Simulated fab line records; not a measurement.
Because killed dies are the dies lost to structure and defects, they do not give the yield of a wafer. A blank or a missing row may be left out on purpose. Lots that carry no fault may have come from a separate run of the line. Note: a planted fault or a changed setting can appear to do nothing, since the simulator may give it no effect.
Chamber matching :: flow nand harc :: 3 sister chambers for NHARC_A_SLIT_DEP_25 on pecvd-04
The step deposits SiO2, target thk 200 nm. 14 wafers are shown with their chamber, then 7 later ones without.

WAFERS PAIRED WITH THEIR CHAMBERS
wafer: L075.3
chamber: 0
throttle valve pct (%): 16.3
heater power w (W): 671
susceptor temp C (C): 400.01

wafer: L075.5
chamber: 1
throttle valve pct (%): 15.0
heater power w (W): 565
susceptor temp C (C): 400.13

wafer: L075.6
chamber: 2
throttle valve pct (%): 16.0
heater power w (W): 591
susceptor temp C (C): 400.21

wafer: L080.1
chamber: 2
throttle valve pct (%): 16.1
heater power w (W): 661
susceptor temp C (C): 400.00

wafer: L080.2
chamber: 1
throttle valve pct (%): 15.4
heater power w (W): 575
susceptor temp C (C): 399.98

wafer: L080.6
chamber: 1
throttle valve pct (%): 15.3
heater power w (W): 592
susceptor temp C (C): 399.54

wafer: L087.3
chamber: 0
throttle valve pct (%): 15.8
heater power w (W): 650
susceptor temp C (C): 399.93

wafer: L087.4
chamber: 1
throttle valve pct (%): 14.9
heater power w (W): 624
susceptor temp C (C): 400.22

wafer: L087.5
chamber: 2
throttle valve pct (%): 15.6
heater power w (W): 730
susceptor temp C (C): 399.86

wafer: L088.1
chamber: 2
throttle valve pct (%): 15.3
heater power w (W): 697
susceptor temp C (C): 399.94

wafer: L088.4
chamber: 2
throttle valve pct (%): 15.5
heater power w (W): 711
susceptor temp C (C): 399.78

wafer: L088.6
chamber: 1
throttle valve pct (%): 14.8
heater power w (W): 687
susceptor temp C (C): 400.13

wafer: L092.1
chamber: 2
throttle valve pct (%): 15.7
heater power w (W): 624
susceptor temp C (C): 400.23

wafer: L092.4
chamber: 0
throttle valve pct (%): 15.6
heater power w (W): 587
susceptor temp C (C): 399.82

SIGNATURES (means of the wafers above)
reading: throttle valve pct
chamber 0: 15.900
chamber 1: 15.080
chamber 2: 15.700
scatter within a chamber: 0.3

reading: heater power w
chamber 0: 636.00
chamber 1: 608.60
chamber 2: 669.00
scatter within a chamber: 50.4

reading: susceptor temp C
chamber 0: 399.9200
chamber 1: 400.0000
chamber 2: 400.0033
scatter within a chamber: 0.209
Rule: distance of a wafer from a chamber = root of the sum over the readings of ((wafer's reading minus chamber's mean) / reading's scatter) squared. The wafer belongs to the nearest chamber; if the next one is less than 2 further off, it can't be placed. The scatter: the root of (the sum of the squares of (reading less its chamber's mean) over the shown wafers, divided by (wafers less chambers)).

WAFERS WITH NO CHAMBER GIVEN
wafer: L092.5
throttle valve pct (%): 15.6
heater power w (W): 662
susceptor temp C (C): 400.14

wafer: L095.2
throttle valve pct (%): 15.6
heater power w (W): 628
susceptor temp C (C): 400.10

wafer: L095.5
throttle valve pct (%): 15.6
heater power w (W): 631
susceptor temp C (C): 399.93

wafer: L095.6
throttle valve pct (%): 15.9
heater power w (W): 644
susceptor temp C (C): 400.21

wafer: L097.1
throttle valve pct (%): 15.9
heater power w (W): 667
susceptor temp C (C): 399.80

wafer: L097.5
throttle valve pct (%): 15.1
heater power w (W): 585
susceptor temp C (C): 400.14

wafer: L097.6
throttle valve pct (%): 15.6
heater power w (W): 679
susceptor temp C (C): 399.62

CHAMBER TAKEN BY EACH
wafer: L092.5
from the rows above: can't be placed: 2 or 0 or 1
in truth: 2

wafer: L095.2
from the rows above: can't be placed: 2 or 0 or 1
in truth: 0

wafer: L095.5
from the rows above: can't be placed: 2 or 0 or 1
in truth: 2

wafer: L095.6
from the rows above: can't be placed: 2 or 0 or 1
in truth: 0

wafer: L097.1
from the rows above: can't be placed: 0 or 2
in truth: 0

wafer: L097.5
from the rows above: can't be placed: 1 or 2
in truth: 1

wafer: L097.6
from the rows above: can't be placed: 2 or 0 or 1
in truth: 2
Correct placement for 0 of the 7. Not placeable from these rows: 7 (in 7, the candidates include the true chamber). Number placed wrongly: 0.
